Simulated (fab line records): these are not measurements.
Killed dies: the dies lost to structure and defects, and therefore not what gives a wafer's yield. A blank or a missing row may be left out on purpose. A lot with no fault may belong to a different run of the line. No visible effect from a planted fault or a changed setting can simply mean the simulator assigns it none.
Chamber matching    flow nand harc    NHARC_A_WL_FILL_ALD_02 on ald metal-01 has 4 sister chambers
The step deposits TiN, target thk 2 nm, pulse time 3 s, ald cycles 100. 4 wafers are shown with their chamber, then 12 later ones without.

== WAFERS PAIRED WITH THEIR CHAMBERS ==
wafer   chamber  heater power w (W)
L091.2  0        1161
L091.4  1        1233
L091.5  3        1049
L091.6  2        1229

== WAFERS MISSING THEIR CHAMBER ==
wafer   heater power w (W)
L094.1  1242
L094.3  1052
L094.4  1102
L096.2  1233
L096.3  1074
L096.4  1105
L096.1  1249
L096.5  1123
L096.6  1225
L097.1  1233
L097.2  1070
L097.5  1044

== WHICH CHAMBER EACH WENT THROUGH ==
wafer   from the rows above      in truth
L094.1  can't be placed: 1 or 2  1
L094.3  3                        3
L094.4  can't be placed: 3 or 0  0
L096.2  can't be placed: 1 or 2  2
L096.3  3                        3
L096.4  can't be placed: 0 or 3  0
L096.1  can't be placed: 1 or 2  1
L096.5  can't be placed: 0 or 3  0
L096.6  can't be placed: 2 or 1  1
L097.1  can't be placed: 1 or 2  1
L097.2  3                        3
L097.5  3                        3
Correctly placed: 4 of 12. Unplaceable from these rows: 8, with the true chamber sitting among the candidates in 8. Placed wrongly: 0.
How it was worked out, from the rows above alone: a wafer's distance from a chamber is the root of the sum, over the readings, of the square of ((its reading less the chamber's mean) divided by the reading's scatter). If the next closest chamber is less than 2 further off than the closest, the wafer can't be placed; otherwise it belongs to the closest. Each chamber's mean is taken over the wafers shown for it. The scatter: with one shown wafer a chamber, the root of the mean of the squares of how far each hidden wafer lies from its nearest shown one.
